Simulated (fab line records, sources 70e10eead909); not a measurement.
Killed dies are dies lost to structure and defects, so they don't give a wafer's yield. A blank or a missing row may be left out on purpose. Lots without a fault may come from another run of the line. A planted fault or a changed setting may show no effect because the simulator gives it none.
fab line records | flow nand_harc
record lots=23 wafers=69 last_day=24
route steps=1159 shown A_STAIRCASE@652 A_SGD_CUT@772 A_SLIT@791 A_WL_FILL@822
lots that met no fault: from a run of the same line without faults
start_h: hours from the record's first day to the start of the lot's first wafer shown | wait_h: hours since the lot's step before | " the same as in the row above | L1.1+2: a row that stands for several wafers | - no value, or no start given | * or withheld: withheld | < > ~ a bound
route shown NAME@n: a module of which the file shows steps, and the number in the route of the first | usual: mean/standard deviation of fault-free wafers | same: alike in all rows | chamber/n: place in a boat | sites: the reading at each site | _std_site: their standard deviation | _edge_site: outer sites' mean less inner sites' | radius_mm: how far each site lies from the wafer's centre | mask NAME#n: copy n | behind: the tool/chamber that last shaped the wafer | hold: why the lot was held/for how many hours/how that ended | device: the transistor (n, p or np) that didn't switch | end of line: the same wafers' tests at the end of the route | a step without rows: its recipe alone | killed: dies lost to structure and defects at the first sort, not the wafer's yield | map: a wafer's dies, x killed, . not, _ none there
set.NAME: the setting as run; set.NAME@STEP: as run at that earlier step | model.NAME: the simulator's own value behind a step, which no gauge read
steps of the route over a sample of lots; a table a step, a row a wafer
services: from which hour (start_h, from the record's first day; less than 0 if before it) a tool's chamber was out of use, for how many hours, and why
## steps
# step NHARC_A_STAIRCASE_HM_DEP_456
# recipe target_thk_a=15000 temp_c=400 material=aC
# usual susceptor_temp_C=400.01/0.18 throttle_valve_pct=35.000/0.01
# columns lot.wafer tool chamber start_h wait_h susceptor_temp_C throttle_valve_pct
L075.1 acl_dep-02 0 260.67 - - 35.030
L075.3 " 0 " " - 34.998
L075.6 " 0 " " - 35.000
L074.2 acl_dep-01 0 263.61 - 400.01 34.994
L074.3 " 0 " " 400.07 35.011
L074.5 " 0 " " 400.06 35.010
L076.2 acl_dep-02 0 269.86 - 399.62 35.016
L076.3 " 0 " " 400.03 35.019
L076.4 " 0 " " 400.03 35.000
L077.3 acl_dep-01 0 272.19 - 399.85 35.001
L077.5 " 0 " " 399.49 35.003
L077.6 " 0 " " 399.83 34.991
L079.4 acl_dep-03 0 274.19 - 400.15 35.011
L079.5 " 0 " " 399.98 34.986
L079.6 " 0 " " 400.11 35.010
L080.2 acl_dep-01 0 276.42 - 399.80 35.006
L080.4 " 0 " " 400.02 35.004
L080.5 " 0 " " 400.18 34.991
L081.2 acl_dep-01 0 292.06 - 400.02 35.015
L081.5 " 0 " " 400.14 35.000
L081.6 " 0 " " 400.24 34.970
L084.1 acl_dep-02 0 304.44 - 400.29 35.007
L084.5 " 0 305.68 - 400.15 34.990
L084.6 " 0 " " 399.99 34.985
L083.1 acl_dep-03 0 305.91 - - 35.009
L083.3 " 0 " " - 34.991
L083.5 " 0 " " - 34.993
L082.1 acl_dep-01 0 306.62 - 400.14 34.978
L082.4 " 0 " " 399.96 35.005
L082.5 " 0 " " 400.04 35.010
L087.1 acl_dep-02 0 321.88 - - 34.989
L087.3 " 0 " " - 35.008
L087.5 " 0 " " - 35.006
L088.1 acl_dep-02 0 326.81 - 400.01 35.002
L088.4 " 0 " " 400.17 35.004
L088.5 " 0 " " 399.79 35.010
L085.1 acl_dep-03 0 327.04 - - 34.996
L085.3 " 0 " " - 35.000
L085.5 " 0 " " - 35.002
L086.1 acl_dep-02 0 328.66 - 399.96 35.016
L086.5 " 0 329.89 - 400.13 35.008
L086.6 " 0 " " 400.01 35.015
L089.3 acl_dep-02 0 342.48 - - 35.012
L089.4 " 0 " " - 35.001
L089.5 " 0 " " - 34.999
L091.1 acl_dep-03 0 345.34 - 400.14 35.011
L091.3 " 0 " " 400.17 34.978
L091.6 " 0 " " 399.96 35.011
L090.1 acl_dep-01 0 350.35 - 399.86 35.006
L090.3 " 0 " " 400.02 34.986
L090.5 " 0 " " 399.77 35.007
L094.1 acl_dep-01 0 363.13 - 399.65 35.023
L094.3 " 0 " " 400.04 34.980
L094.6 " 0 " " 400.28 35.007
L092.1 acl_dep-03 0 364.97 - 400.20 34.994
L092.2 " 0 " " 399.93 34.996
L092.6 " 0 366.51 - 400.20 35.010
L093.3 acl_dep-02 0 365.59 - 400.05 35.009
L093.4 " 0 " " 400.23 35.003
L093.6 " 0 " " 400.34 35.002
L095.4 acl_dep-02 0 373.61 - - 35.000
L095.5 " 0 " " - 35.017
L095.6 " 0 " " - 35.005
L096.1 acl_dep-03 0 375.36 - - 35.000
L096.2 " 0 " " - 34.992
L096.5 " 0 " " - 34.999
L097.1 acl_dep-03 0 387.01 - 400.21 34.993
L097.2 " 0 " " 400.00 35.022
L097.5 " 0 " " 400.13 35.011
# step NHARC_A_STAIRCASE_STRIP_476
# recipe time_s=20 o2_flow_sccm=500 ar_flow_sccm=0 bias_w=0 chemistry=O2
# usual drypump_motor_current_A=5.8/0.5 o2_flow_sccm=500.0/1.4 oes_product_au=1.003/0.0093 rf_vpp_V=57.7/0.85 showerhead_plenum_p_Torr=3.48/0.16 throttle_valve_pct=17.036/0.009
# columns lot.wafer tool chamber start_h wait_h drypump_motor_current_A o2_flow_sccm oes_product_au rf_hours_counter_h rf_vpp_V showerhead_plenum_p_Torr throttle_valve_pct
L075.1 rie_diel-08 2 273.33 0.1 6.0 498.5 1.008 52 58.5 3.28 17.033
L075.3 " 0 " " 5.9 499.6 1.016 52 57.8 3.33 17.027
L075.6 " 3 " " 6.0 500.4 1.017 - 58.1 3.48 17.030
L074.3 rie_diel-05 3 278.40 0.2 4.8 497.3 1.010 34 58.2 3.43 17.043
L074.2 " 0 " " 5.9 502.3 0.999 40 57.1 3.32 17.035
L074.5 " 2 " " 6.3 500.0 1.008 - 58.2 3.79 17.032
L076.4 rie_diel-02 0 282.07 0.1 6.3 499.8 1.008 48 58.2 3.46 17.030
L076.3 " 1 " " 5.7 497.9 1.006 49 58.6 3.57 17.035
L076.2 " 2 " " 5.7 502.0 0.995 50 58.7 3.37 17.052
L077.3 rie_diel-05 2 283.68 0.1 6.4 499.8 1.004 40 59.3 3.78 17.030
L077.5 " 3 " " 4.8 503.3 1.004 - 56.5 3.43 17.036
L077.6 " 0 " " 5.9 499.8 0.993 - 56.4 3.32 17.051
L079.4 rie_diel-02 2 285.36 0.1 5.7 501.2 0.993 50 57.3 3.37 17.044
L079.5 " 2 " " 5.7 499.9 0.998 - 58.7 3.37 17.040
L079.6 " 3 " " 4.9 499.7 0.991 - 58.1 3.60 17.039
L080.4 rie_diel-02 0 289.07 0.1 6.3 499.3 1.014 50 57.1 3.46 17.039
L080.2 " 3 " " 4.9 500.8 1.010 47 57.5 3.60 17.033
L080.5 " 0 " " 6.3 498.5 1.015 - 57.4 3.46 17.038
L081.2 rie_diel-02 0 305.26 0.1 6.3 500.8 1.006 54 56.7 3.46 17.027
L081.6 " 1 " " 5.7 500.9 1.010 - 57.5 3.57 17.030
L081.5 " 2 " " 5.7 500.4 0.999 - 57.6 3.36 17.033
L084.1 rie_diel-05 3 317.38 0.1 4.8 500.1 0.998 50 58.9 3.42 17.032
L084.6 " 3 " " 4.8 501.7 0.999 - 57.9 3.42 17.049
L084.5 " 0 " " 5.9 499.9 0.983 - 57.1 3.31 17.033
L083.1 rie_diel-02 1 321.77 0.1 5.7 499.9 1.006 64 58.0 3.57 17.037
L083.3 " 3 " " 4.9 501.0 1.006 62 57.0 3.59 17.042
L083.5 " 2 " " 5.7 500.8 1.001 - 58.0 3.36 17.041
L082.1 rie_diel-08 2 322.18 0.2 6.1 501.6 1.011 6 57.4 3.80 17.032
L082.4 " 3 " " 6.0 500.9 0.998 6 57.3 3.47 17.041
L082.5 " 3 " " 6.0 498.9 0.992 - 57.4 3.47 17.041
L087.3 rie_diel-08 2 334.45 0.1 6.1 500.9 1.017 12 57.6 3.80 17.063
L087.1 " 3 " " 6.0 499.8 0.988 12 58.2 3.46 17.036
L087.5 " 2 " " 6.0 500.5 1.013 - 57.8 3.80 17.033
L088.4 rie_diel-02 3 341.84 0.1 4.9 499.9 1.010 2 57.8 3.59 17.050
L088.1 " 0 " " 6.3 500.9 1.000 1 59.0 3.45 17.037
L088.5 " 0 " " 6.3 500.0 1.002 - 58.6 3.45 17.037
L085.3 rie_diel-02 2 343.52 0.1 5.7 501.1 0.995 2 57.0 3.36 17.029
L085.1 " 0 " " 6.3 502.7 1.008 1 57.8 3.45 17.026
L085.5 " 3 " " 4.9 497.9 1.003 - 57.8 3.59 17.038
L086.1 rie_diel-08 1 345.23 0.1 6.5 500.9 0.995 16 57.2 3.32 17.034
L086.5 " 0 " " 5.9 498.7 1.013 - 57.3 3.31 17.040
L086.6 " 1 " " 6.5 502.5 0.999 - 58.5 3.32 17.036
L089.4 rie_diel-05 1 354.82 0.2 6.0 498.4 1.007 2 58.2 3.39 17.047
L089.3 " 2 " " 6.3 499.1 1.006 2 58.6 3.77 17.036
L089.5 " 1 " " 6.0 496.7 1.000 - 57.2 3.39 17.047
L091.3 rie_diel-05 3 357.59 0.2 4.8 498.6 1.014 3 57.3 3.42 17.042
L091.1 " 0 " " 5.9 497.4 0.986 3 57.1 3.31 17.026
L091.6 " 3 " " 4.8 499.0 1.009 - 56.4 3.42 17.041
L090.3 rie_diel-08 3 364.06 0.1 6.0 497.2 0.986 22 57.6 3.46 17.038
L090.1 " 1 " " 6.5 503.2 0.999 23 57.0 3.31 17.035
L090.5 " 3 " " 6.0 499.3 0.985 - 58.1 3.46 17.040
L094.3 rie_diel-08 0 376.16 0.1 5.8 500.6 1.022 26 57.5 3.30 17.046
L094.1 " 3 " " 6.0 500.1 0.996 24 57.0 3.46 17.042
L094.6 " 0 " " 5.8 500.6 1.015 - 56.2 3.30 17.049
L093.4 rie_diel-02 1 377.51 0.1 5.7 499.5 0.996 16 58.0 3.56 17.027
L093.3 " 3 " " 4.9 501.1 1.012 16 57.7 3.58 17.041
L093.6 " 2 " " 5.7 499.6 1.006 - 58.6 3.35 17.035
L092.2 rie_diel-02 3 377.64 0.1 4.9 500.8 1.016 16 57.5 3.58 17.037
L092.1 " 0 " " 6.3 499.6 0.997 15 58.2 3.44 17.039
L092.6 " 0 " " 6.3 500.1 0.998 - 57.3 3.44 17.046
L095.4 rie_diel-08 0 386.35 0.1 5.9 504.0 1.005 30 57.4 3.30 17.027
L095.6 " 2 " " 6.1 497.8 0.994 - 57.1 3.79 17.029
L095.5 " 3 " " 6.0 500.7 0.991 - 57.8 3.45 17.022
L096.1 rie_diel-08 3 388.59 0.3 6.0 499.6 1.005 29 57.8 3.45 17.036
L096.2 " 1 " " 6.5 499.1 1.024 31 58.8 3.31 17.056
L096.5 " 2 " " 6.1 498.4 1.005 - 57.9 3.79 17.041
L097.1 rie_diel-05 3 400.59 1.5 4.8 500.3 1.013 20 56.5 3.41 17.049
L097.2 " 0 " " 5.9 499.7 0.999 18 56.8 3.30 17.030
L097.5 " 0 " " 5.9 500.7 1.000 - 58.0 3.30 17.033
# step NHARC_A_SGD_CUT_CMP_21
# recipe target_thk_nm=148.19
# usual motor_current_A=11.9/1.3 retaining_ring_pressure_frac=1.000/0.0047 time_to_endpoint_s=49/4
# columns lot.wafer tool chamber start_h wait_h motor_current_A retaining_ring_pressure_frac time_to_endpoint_s
L077.3 cmp-03 1 328.41 0.4 11.2 1.012 41
L077.6 " 1 " " 11.8 1.013 43
L077.5 " 2 " " 12.9 1.002 42
L074.3 cmp-01 1 328.43 0.4 11.5 0.994 50
L074.2 " 2 " " 10.6 0.999 54
L074.5 " 0 " " 13.3 1.003 51
L075.1 cmp-03 3 328.56 0.5 14.7 1.007 46
L075.3 " 2 " " 13.2 1.000 43
L075.6 " 0 " " 9.8 1.000 47
L076.2 cmp-03 1 331.58 0.4 11.3 0.995 48
L076.3 " 3 " " 14.8 1.010 47
L076.4 " 0 " " 10.6 0.996 49
L079.4 cmp-01 2 331.61 0.4 10.4 1.003 52
L079.6 " 1 " " 11.1 0.998 51
L079.5 " 2 " " 9.9 1.008 54
L080.2 cmp-01 0 336.86 0.4 12.7 1.003 51
L080.4 " 1 " " 11.6 1.002 52
L080.5 " 2 " " 10.8 1.001 56
L081.2 cmp-03 3 358.20 0.4 15.0 0.998 51
L081.6 " 2 " " 12.2 0.998 46
L081.5 " 3 " " 14.5 0.991 49
L082.4 cmp-02 2 367.34 0.4 11.5 1.005 45
L082.1 " 1 " " 11.5 1.000 53
L082.5 " 2 " " 11.2 1.008 45
L083.3 cmp-01 1 367.34 0.4 11.8 1.008 50
L083.1 " 0 " " 12.9 1.002 52
L083.5 " 2 " " 10.1 1.000 57
L084.1 cmp-03 2 367.39 0.4 13.0 1.003 42
L084.6 " 0 " " 10.4 1.000 50
L084.5 " 1 " " 10.6 1.001 47
L087.1 cmp-01 1 383.39 0.4 11.3 1.000 53
L087.3 " 3 " " 11.1 0.997 49
L087.5 " 1 " " 11.3 0.999 53
L085.3 cmp-03 1 390.12 0.4 11.6 1.002 47
L085.1 " 3 " " 14.1 0.999 50
L085.5 " 2 " " 13.1 1.002 47
L088.1 cmp-01 3 390.12 0.4 10.9 0.991 49
L088.4 " 1 " " 11.2 1.004 54
L088.5 " 0 " " 12.5 0.997 53
L086.1 cmp-02 3 393.60 0.4 12.6 1.003 50
L086.5 " 3 " " 12.7 1.001 52
L086.6 " 0 " " 14.2 0.992 42
L089.3 cmp-02 0 409.03 0.4 13.8 1.005 46
L089.4 " 2 " " 11.4 0.997 47
L089.5 " 3 " " 12.6 1.009 50
L091.1 cmp-01 0 409.04 0.4 11.9 1.000 56
L091.3 " 2 " " 10.4 1.010 55
L091.6 " 3 " " 11.0 1.000 46
L090.3 cmp-03 1 409.04 0.4 11.5 1.006 47
L090.1 " 2 " " 13.3 1.003 45
L090.5 " 0 " " 10.4 0.997 50
L093.3 cmp-01 0 429.03 0.4 12.6 0.995 52
L093.4 " 2 " " 10.4 1.001 54
L093.6 " 1 " " 11.6 1.003 49
L094.1 cmp-02 2 429.05 0.4 11.7 0.997 47
L094.3 " 1 " " 10.7 1.007 56
L094.6 " 2 " " 11.5 0.997 49
L092.1 cmp-03 2 429.05 0.4 12.6 0.997 41
L092.2 " 3 " " 14.5 0.993 45
L092.6 " 1 " " 11.3 1.000 47
L095.4 cmp-02 1 438.03 0.4 10.5 0.997 50
L095.5 " 1 " " 12.3 1.000 51
L095.6 " 2 " " 11.6 0.997 47
L096.2 cmp-01 0 438.06 0.4 12.2 0.997 55
L096.1 " 1 " " 11.2 1.005 50
L096.5 " 3 " " 11.5 1.004 48
L097.1 cmp-01 1 450.16 0.4 11.7 0.994 50
L097.2 " 3 " " 10.6 0.997 45
L097.5 " 0 " " 12.7 1.000 53
# step NHARC_A_SLIT_OVL_MEAS_10
# usual overlay_x_nm=0.0/0.67 overlay_y_nm=-0.3/0.58
# columns lot.wafer tool chamber start_h wait_h overlay_x_nm overlay_y_nm
L077.3 overlay-02 - 333.37 - -0.2 0.0
L077.5 " - " " -0.5 -0.3
L077.6 " - " " -0.4 -0.2
L074.2 overlay-02 - 333.88 - 0.6 -0.4
L074.3 " - " " 0.3 -0.8
L074.5 " - " " 0.6 -0.4
L075.1 overlay-01 - 334.03 - -0.6 0.3
L075.3 " - " " -0.5 -0.3
L075.6 " - " " -0.8 -0.2
L076.2 overlay-02 - 338.94 - -0.3 -0.4
L076.3 " - " " 0.3 -0.6
L076.4 " - " " 0.0 -0.3
L079.4 overlay-01 - 339.59 - 0.7 -0.3
L079.5 " - " " 0.8 -0.9
L079.6 " - " " 0.7 -0.3
L080.2 overlay-01 - 344.27 - -0.1 -0.9
L080.4 " - " " 0.1 -1.2
L080.5 " - " " 0.1 -1.2
L081.2 overlay-02 - 362.06 - 0.4 -0.5
L081.5 " - " " -0.5 -0.9
L081.6 " - " " -0.4 -0.3
L082.1 overlay-02 - 371.23 - 0.4 0.1
L082.4 " - " " 0.4 0.3
L082.5 " - " " 0.5 -0.3
L084.1 overlay-01 - 371.46 - 1.6 -0.4
L084.5 " - " " 1.4 -0.4
L084.6 " - " " 1.6 -0.7
L083.1 overlay-02 - 372.80 - 1.0 -0.6
L083.3 " - " " 1.7 -0.4
L083.5 " - " " 1.4 -0.4
L087.1 overlay-01 - 389.01 - -0.1 0.8
L087.3 " - " " 0.2 0.5
L087.5 " - " " 0.4 -0.3
L085.1 overlay-02 - 393.99 - -0.4 -0.9
L085.3 " - " " -0.5 -0.3
L085.5 " - " " -0.3 -1.0
L088.1 overlay-01 - 394.15 - 0.8 0.1
L088.4 " - " " 1.2 0.5
L088.5 " - " " 1.4 0.2
L086.1 overlay-02 - 397.94 - -0.8 -0.1
L086.5 " - " " -0.8 -0.2
L086.6 " - " " -0.3 -0.1
L089.3 overlay-02 - 413.65 - -0.3 -0.9
L089.4 " - " " -0.4 -0.7
L089.5 " - " " 0.2 -1.0
L090.1 overlay-01 - 415.66 - 0.4 0.5
L090.3 " - " " 0.7 0.4
L090.5 " - " " 0.1 1.0
L091.1 overlay-02 - 417.06 - -0.7 0.5
L091.3 " - " " 0.4 0.2
L091.6 " - " " -0.1 0.0
L093.3 overlay-01 - 432.92 - -0.3 -1.1
L093.4 " - " " -0.3 -1.0
L093.6 " - " " -1.1 -1.2
L092.1 overlay-02 - 433.50 - 0.0 0.2
L092.2 " - " " 0.3 -0.1
L092.6 " - " " 0.1 -0.3
L094.1 overlay-01 - 434.00 - -0.8 -1.2
L094.3 " - " " -0.7 -1.2
L094.6 " - " " -1.0 -0.7
L096.1 overlay-02 - 441.91 - -1.2 -1.0
L096.2 " - " " -0.2 -0.6
L096.5 " - " " -0.9 -1.3
L095.4 overlay-02 - 442.07 - -0.4 -0.8
L095.5 " - " " -0.7 -0.5
L095.6 " - " " -0.8 -0.9
L097.1 overlay-01 - 453.97 - -0.3 0.8
L097.2 " - " " -0.1 0.8
L097.5 " - " " -0.4 1.3
# step NHARC_A_SLIT_ETCH_29
# recipe target_depth_a=1000 overetch_a=100 time_s=55 ion_energy_ev=100 cf4_flow_sccm=80 o2_flow_sccm=20 ar_flow_sccm=0 rf_w=300 bias_w=100 chemistry=CF4/O2
# usual drypump_motor_current_A=5.8/0.41 o2_flow_sccm=19.99/0.06 oes_product_au=1.001/0.013 rf_fwd_power_W=296.6/1 rf_vpp_V=197.4/1.7 showerhead_plenum_p_Torr=1.32/0.07 throttle_valve_pct=13.398/0.009
# columns lot.wafer tool chamber start_h wait_h drypump_motor_current_A o2_flow_sccm oes_product_au rf_fwd_power_W rf_hours_counter_h rf_vpp_V showerhead_plenum_p_Torr throttle_valve_pct
L077.3 rie_diel-04 3 336.35 0.1 6.0 19.96 0.996 296.7 2 199.3 1.38 13.394
L077.6 " 2 " " 6.0 19.99 0.988 296.5 - 197.5 1.30 13.408
L077.5 " 3 " " 5.9 20.08 0.997 295.9 - 199.3 1.38 13.398
L074.2 rie_diel-07 2 336.85 0.1 5.6 19.90 0.998 296.8 5 196.2 1.25 13.391
L074.3 " 0 " " 5.7 20.02 1.001 294.4 7 196.8 1.26 13.392
L074.5 " 1 " " 5.0 19.94 1.005 297.5 - 200.0 1.43 13.403
L075.1 rie_diel-07 1 338.04 0.1 5.0 20.09 1.006 296.3 7 200.4 1.43 13.387
L075.3 " 2 " " 5.6 19.99 0.987 297.9 6 195.5 1.25 13.400
L075.6 " 2 " " 5.6 20.03 0.992 296.9 - 194.8 1.25 13.381
L076.3 rie_diel-09 0 343.86 0.1 6.5 19.87 1.030 297.7 5 195.7 1.27 13.396
L076.4 " 1 " " 6.2 20.01 1.015 296.5 7 198.2 1.40 13.401
L076.2 " 2 " " 6.1 20.04 1.004 297.8 8 196.2 1.25 13.399
L079.4 rie_diel-07 3 344.40 0.1 5.5 20.00 1.010 294.7 6 196.7 1.27 13.393
L079.6 " 0 " " 5.7 19.99 0.992 295.7 - 196.6 1.26 13.401
L079.5 " 1 " " 5.0 19.94 0.994 296.8 - 199.4 1.43 13.410
L080.4 rie_diel-09 2 347.28 0.1 6.1 19.95 1.001 298.4 8 195.1 1.25 13.383
L080.2 " 0 " " 6.5 19.96 1.017 298.0 5 196.9 1.27 13.386
L080.5 " 2 " " 6.0 19.91 0.990 298.5 - 195.3 1.25 13.397
L081.2 rie_diel-04 1 365.19 0.1 5.7 20.08 0.999 297.5 6 196.9 1.29 13.403
L081.6 " 3 " " 6.0 20.07 0.999 296.9 - 199.1 1.38 13.387
L081.5 " 0 " " 5.7 19.95 0.993 296.6 - 199.4 1.38 13.383
L082.4 rie_diel-07 1 374.21 0.1 5.0 20.00 1.024 296.3 9 199.7 1.43 13.387
L082.1 " 2 " " 5.7 19.95 0.992 296.4 9 195.6 1.25 13.397
L082.5 " 2 " " 5.6 19.90 0.999 298.0 - 195.8 1.25 13.401
L084.1 rie_diel-07 3 375.68 0.1 5.5 19.90 1.010 295.1 8 196.6 1.27 13.390
L084.6 " 0 " " 5.7 19.89 0.996 295.6 - 196.3 1.26 13.400
L084.5 " 1 " " 5.0 20.00 1.014 295.9 - 198.3 1.43 13.423
L083.3 rie_diel-04 1 375.86 0.1 5.7 19.90 0.998 295.7 6 197.5 1.29 13.396
L083.1 " 3 " " 6.0 20.07 1.003 296.5 4 198.8 1.38 13.394
L083.5 " 1 " " 5.7 20.06 0.995 296.5 - 195.7 1.29 13.379
L087.1 rie_diel-09 3 395.39 0.1 5.7 19.93 0.997 295.3 11 198.7 1.36 13.399
L087.3 " 0 " " 6.5 20.01 1.004 296.1 8 194.8 1.27 13.412
L087.5 " 1 " " 6.2 19.93 1.005 296.1 - 198.9 1.40 13.400
L085.1 rie_diel-07 1 398.19 0.1 5.0 19.92 1.017 297.8 11 199.6 1.43 13.401
L085.3 " 2 " " 5.6 19.97 0.983 298.7 11 195.7 1.25 13.400
L085.5 " 0 " " 5.7 19.97 0.991 295.7 - 196.9 1.26 13.391
L088.1 rie_diel-09 0 399.90 0.1 6.5 20.04 1.017 295.8 8 195.3 1.27 13.402
L088.5 " 2 " " 6.1 19.93 1.002 298.0 - 198.3 1.25 13.404
L088.4 " 0 " " 6.5 20.01 1.016 295.5 - 196.2 1.27 13.405
L086.1 rie_diel-07 0 401.24 0.1 5.7 20.03 0.998 296.4 12 197.4 1.26 13.392
L086.6 " 1 " " 5.0 20.06 1.019 295.4 - 199.9 1.43 13.384
L086.5 " 2 " " 5.6 20.01 0.988 297.0 - 196.5 1.25 13.403
L089.3 rie_diel-09 0 416.74 0.1 6.5 19.84 1.024 295.4 8 195.8 1.27 13.413
L089.4 " 2 " " 6.1 20.13 1.009 298.0 11 194.7 1.25 13.402
L089.5 " 1 " " 6.2 20.03 1.010 296.3 - 200.0 1.40 13.412
L090.1 rie_diel-09 1 418.82 0.1 6.2 19.90 1.006 295.9 10 199.4 1.40 13.381
L090.3 " 2 " " 6.1 19.94 1.004 296.5 11 195.8 1.25 13.395
L090.5 " 2 " " 6.1 20.01 1.006 297.0 - 196.7 1.25 13.402
L091.1 rie_diel-07 2 420.04 0.1 5.6 20.07 0.985 297.7 0 195.9 1.25 13.396
L091.3 " 1 " " 5.0 20.06 1.014 298.1 1 201.1 1.43 13.398
L091.6 " 2 " " 5.6 19.97 0.991 296.4 - 196.0 1.25 13.398
L093.3 rie_diel-04 2 436.76 0.1 6.0 20.05 0.994 297.1 8 196.6 1.30 13.405
L093.4 " 0 " " 5.8 20.01 0.999 297.0 11 198.0 1.38 13.403
L093.6 " 2 " " 6.0 20.04 0.993 297.8 - 196.0 1.30 13.395
L092.2 rie_diel-07 0 437.26 0.1 5.7 20.07 0.979 295.4 4 196.0 1.26 13.394
L092.1 " 1 " " 5.0 20.00 1.016 297.4 4 198.9 1.43 13.406
L092.6 " 3 " " 5.6 20.01 1.014 295.3 - 196.5 1.27 13.395
L094.1 rie_diel-07 1 438.44 0.1 5.0 20.05 1.029 297.4 4 200.6 1.43 13.411
L094.3 " 3 " " 5.5 20.07 1.005 293.5 2 197.7 1.27 13.399
L094.6 " 1 " " 5.0 19.95 1.014 296.9 - 199.8 1.43 13.400
L096.2 rie_diel-09 3 444.90 0.1 5.7 19.99 0.992 295.5 0 198.9 1.36 13.403
L096.1 " 0 " " 6.5 19.88 1.023 296.5 1 196.6 1.27 13.380
L096.5 " 2 " " 6.1 20.02 0.991 296.3 - 196.3 1.25 13.387
L095.4 rie_diel-07 2 445.02 0.1 5.6 19.91 0.982 295.4 4 194.1 1.25 13.391
L095.5 " 3 " " 5.5 19.95 0.999 296.0 - 195.9 1.27 13.393
L095.6 " 0 " " 5.7 19.98 1.000 296.2 - 195.5 1.26 13.388
L097.1 rie_diel-07 2 459.03 0.1 5.6 20.10 0.992 297.5 5 197.1 1.25 13.393
L097.2 " 0 " " 5.7 20.07 0.983 296.9 5 198.6 1.26 13.409
L097.5 " 2 " " 5.6 20.00 0.984 298.6 - 196.5 1.25 13.404
# step NHARC_A_WL_FILL_ALD_10
# recipe target_thk_a=500 pulse_time_s=10 ald_cycles=500 temp_c=300 material=SiO2
# usual heater_power_outer_w=262/26 heater_power_w=460/43 precursor_pulse_height_rel=1.001/0.021 susceptor_temp_C=300.00/0.17
# same pulse_time_s=10
# columns lot.wafer tool chamber start_h wait_h heater_power_outer_w heater_power_w precursor_pulse_height_rel susceptor_temp_C
L074.3 ald_hk-02 3 354.45 0.0 286 499 1.010 299.99
L074.2 " 0 " " 276 481 1.044 300.01
L074.5 " 3 356.50 2.1 280 510 0.992 300.26
L075.1 ald_hk-04 3 354.46 0.1 250 437 0.977 299.82
L075.3 " 1 355.49 1.1 302 500 1.014 300.06
L075.6 " 3 356.52 2.1 245 454 1.014 299.85
L077.3 ald_hk-01 2 357.55 3.1 260 445 1.012 299.73
L077.6 " 3 358.57 4.2 214 380 0.984 299.94
L077.5 " 0 359.60 5.2 269 466 1.030 300.18
L076.3 ald_hk-02 2 366.00 0.0 293 514 0.972 299.91
L076.4 " 0 367.05 1.1 273 497 1.017 300.19
L076.2 " 1 " " 235 429 0.998 300.21
L079.4 ald_hk-01 2 367.04 1.1 260 441 0.967 299.65
L079.5 " 0 368.08 2.2 274 466 0.962 300.14
L079.6 " 1 " " 285 476 1.048 299.85
L080.2 ald_hk-01 0 370.84 1.1 268 461 1.005 299.80
L080.4 " 1 " " 282 485 1.001 299.90
L080.5 " 3 372.39 2.6 218 378 1.003 299.73
L081.2 ald_hk-02 0 387.97 1.1 273 492 0.969 300.17
L081.6 " 2 389.01 2.1 298 518 1.024 300.02
L081.5 " 3 " " 287 519 1.007 299.99
L084.1 ald_hk-04 3 403.67 1.6 261 484 1.008 300.18
L084.6 " 0 " " 267 489 0.974 299.95
L084.5 " 1 " " 301 507 0.994 300.20
L083.3 ald_hk-02 2 404.15 2.1 286 519 0.968 299.78
L083.1 " 3 405.18 3.1 281 517 0.981 299.96
L083.5 " 1 407.24 5.2 241 432 0.991 300.15
L082.1 ald_hk-04 2 405.75 3.7 238 441 0.998 299.80
L082.4 " 3 " " 277 470 0.991 299.74
L082.5 " 2 407.81 5.8 242 422 0.995 299.93
L087.3 ald_hk-01 3 419.30 0.1 200 357 1.027 300.06
L087.1 " 0 " " 267 447 1.023 300.00
L087.5 " 3 421.35 2.1 202 355 0.985 299.87
L085.3 ald_hk-04 2 419.30 0.1 237 430 0.988 300.07
L085.1 " 0 420.34 1.1 269 483 1.002 299.93
L085.5 " 2 421.39 2.1 243 433 1.017 299.74
L088.1 ald_hk-01 1 422.38 3.1 268 474 0.954 300.09
L088.4 " 0 423.92 4.7 262 448 1.021 299.53
L088.5 " 2 424.95 5.7 253 449 0.980 299.84
L086.1 ald_hk-04 3 422.95 3.7 267 479 1.015 299.82
L086.6 " 2 424.50 5.3 234 429 0.976 300.02
L086.5 " 3 " " 271 481 0.982 299.86
L090.3 ald_hk-01 3 435.22 0.1 206 355 1.026 300.11
L090.1 " 0 " " 255 446 1.030 300.21
L090.5 " 0 437.84 2.7 265 468 1.002 300.30
L089.4 ald_hk-04 2 435.22 0.1 242 427 1.026 299.97
L089.3 " 3 " " 269 483 1.020 300.09
L089.5 " 3 437.79 2.6 275 464 1.014 300.11
L091.1 ald_hk-01 0 440.91 0.1 262 455 1.005 300.10
L091.3 " 2 441.95 1.1 254 441 1.004 300.03
L091.6 " 0 443.00 2.1 254 454 0.987 300.15
L093.4 ald_hk-01 3 458.82 0.1 204 351 0.995 299.69
L093.3 " 2 460.36 1.6 252 455 1.002 300.01
L093.6 " 0 461.39 2.6 261 459 0.974 299.88
L094.1 ald_hk-02 3 459.08 0.3 287 511 0.974 300.10
L094.3 " 2 460.62 1.8 294 513 1.049 300.06
L094.6 " 0 461.64 2.9 275 486 0.993 299.93
L092.2 ald_hk-04 2 459.33 0.6 236 429 0.998 299.92
L092.1 " 3 " " 280 471 0.969 300.07
L092.6 " 1 460.88 2.1 293 516 1.005 299.58
L095.4 ald_hk-01 2 465.91 0.1 259 447 1.023 300.22
L095.6 " 2 467.95 2.1 260 454 0.990 300.15
L095.5 " 3 " " 200 355 1.002 299.93
L096.1 ald_hk-04 3 465.91 0.1 275 483 0.970 300.27
L096.2 " 0 " " 273 488 0.978 299.81
L096.5 " 0 468.47 2.6 279 487 1.008 299.68
L097.2 ald_hk-02 0 485.75 0.1 272 487 0.993 299.97
L097.1 " 3 487.30 1.6 277 501 0.991 300.12
L097.5 " 0 " " 273 461 1.011 299.70
## services
# columns tool chamber start_h hours kind
acl_dep-02 - 247.06 0.3 repair
cmp-03 - 254.00 4.0 pm
rie_diel-07 - 256.62 0.1 repair
rie_diel-08 1 266.83 8.9 repair
ald_hk-01 - 271.73 5.0 repair
cmp-03 - 275.96 0.4 repair
cmp-01 - 277.64 4.0 pm
cmp-03 - 278.61 1.9 repair
rie_diel-08 - 302.57 9.0 pm
rie_diel-07 1 315.37 3.0 repair
cmp-03 - 324.80 0.5 repair
rie_diel-02 - 327.84 9.0 pm
acl_dep-02 - 350.09 13.0 pm
cmp-03 - 352.00 4.0 pm
rie_diel-07 3 358.49 5.0 repair
cmp-03 - 363.68 2.0 repair
cmp-01 - 375.64 4.0 pm
ald_hk-01 - 408.09 10.0 pm
rie_diel-02 2 411.14 4.3 repair
rie_diel-07 3 418.76 12.8 repair
rie_diel-02 3 456.78 6.1 repair
cmp-01 - 473.64 4.0 pm
cmp-01 - 478.19 0.7 repair
rie_diel-02 0 478.37 8.8 repair
## key
fault none
